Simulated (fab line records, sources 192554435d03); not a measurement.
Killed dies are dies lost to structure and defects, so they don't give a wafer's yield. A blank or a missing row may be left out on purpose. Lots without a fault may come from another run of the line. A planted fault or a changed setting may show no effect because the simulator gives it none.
Tool commonality check | flow n5_finfet | 9 lots, 27 wafers sampled

WHY IT WAS OPENED
At N5_HKMG_FIN_OVL_MEAS_13 the reading NWFM_OVL is flagged on 1 of 9 lots. Wafers without a fault read 0.1 nm, standard deviation 0.96.
Rule: a lot is flagged when every wafer of it that has a number lies more than 4 standard deviations from that mean, or none has a number. The other lots count as sound.

lot  | measured     | on         | NWFM_OVL (nm), wafer by wafer | flag
L605 | day 4 15:38  | overlay-02 | -0.5 0.2 0.6                  |
L612 | day 6 15:04  | overlay-01 | -0.1 0.4 -0.8                 |
L614 | day 6 23:26  | overlay-02 | -1.2 0.0 0.0                  |
L616 | day 7 08:20  | overlay-01 | -0.5 -0.8 -1.5                |
L617 | day 7 15:32  | overlay-02 | -0.3 -1.0 0.7                 |
L623 | day 9 04:16  | overlay-02 | 18.2 18.1 18.6                | FLAGGED
L624 | day 9 09:13  | overlay-01 | 0.6 1.8 -0.4                  |
L625 | day 9 18:44  | overlay-01 | -0.1 0.2 0.6                  |
L626 | day 10 00:55 | overlay-01 | -0.7 -1.2 -0.2                |
The numbers of the flagged lots are 18.3 nm on average: +18.2 nm against the usual, or +19 standard deviations.

WHICH TOOL RAN EACH LOT
The record holds 1 process step before the reading, out of a route of 1938 steps. In each cell: the tool, then ch and the chambers that the sampled wafers went through, then the start.
lot  | flag    | N5_HKMG_FIN_EXPOSE_09
L605 |         | arfi_scanner-03 ch 0, day 4 15:29
L612 |         | arfi_scanner-02 ch 0, day 6 14:55
L614 |         | arfi_scanner-02 ch 0, day 6 23:17
L616 |         | arfi_scanner-02 ch 0, day 7 08:10
L617 |         | arfi_scanner-03 ch 0, day 7 15:23
L623 | FLAGGED | arfi_scanner-02 ch 0, day 9 04:07
L624 |         | arfi_scanner-03 ch 0, day 9 09:04
L625 |         | arfi_scanner-03 ch 0, day 9 18:35
L626 |         | arfi_scanner-01 ch 0, day 10 00:47
What these steps do:
- N5_HKMG_FIN_EXPOSE_09: exposes mask NWFM.
- N5_HKMG_FIN_OVL_MEAS_13

FLAGGED OVER TOTAL, TOOL BY TOOL (the gauges that took the reading come last)
step                    | tool            | lots run | flagged | share of the flagged lots | sound lots run after its first flagged lot
N5_HKMG_FIN_EXPOSE_09   | arfi_scanner-01 | 1        | 0       | none                      | -
N5_HKMG_FIN_EXPOSE_09   | arfi_scanner-02 | 4        | 1       | all                       | 0
N5_HKMG_FIN_EXPOSE_09   | arfi_scanner-03 | 4        | 0       | none                      | -
N5_HKMG_FIN_OVL_MEAS_13 | overlay-01      | 5        | 0       | none                      | -
N5_HKMG_FIN_OVL_MEAS_13 | overlay-02      | 4        | 1       | all                       | 0

WHAT THE TABLE ALLOWS
2 rows of the table ran every flagged lot: arfi_scanner-02 at N5_HKMG_FIN_EXPOSE_09, overlay-02 at N5_HKMG_FIN_OVL_MEAS_13.
- arfi_scanner-02 at N5_HKMG_FIN_EXPOSE_09: 1 of its 4 lots flagged. Its last sound lot is L616 (day 7 08:10), its first flagged lot L623 (day 9 04:07): a fault that began between those two fits.
- overlay-02 at N5_HKMG_FIN_OVL_MEAS_13: 1 of its 4 lots flagged. Its last sound lot is L617 (day 7 15:32), its first flagged lot L623 (day 9 04:16): a fault that began between those two fits.
Counting lots can't tell these 2 tools apart, because each fits a fault that began at some hour. More lots, or a look at what each step does to the wafer, might.

WHAT THE SIMULATOR HAD PUT IN
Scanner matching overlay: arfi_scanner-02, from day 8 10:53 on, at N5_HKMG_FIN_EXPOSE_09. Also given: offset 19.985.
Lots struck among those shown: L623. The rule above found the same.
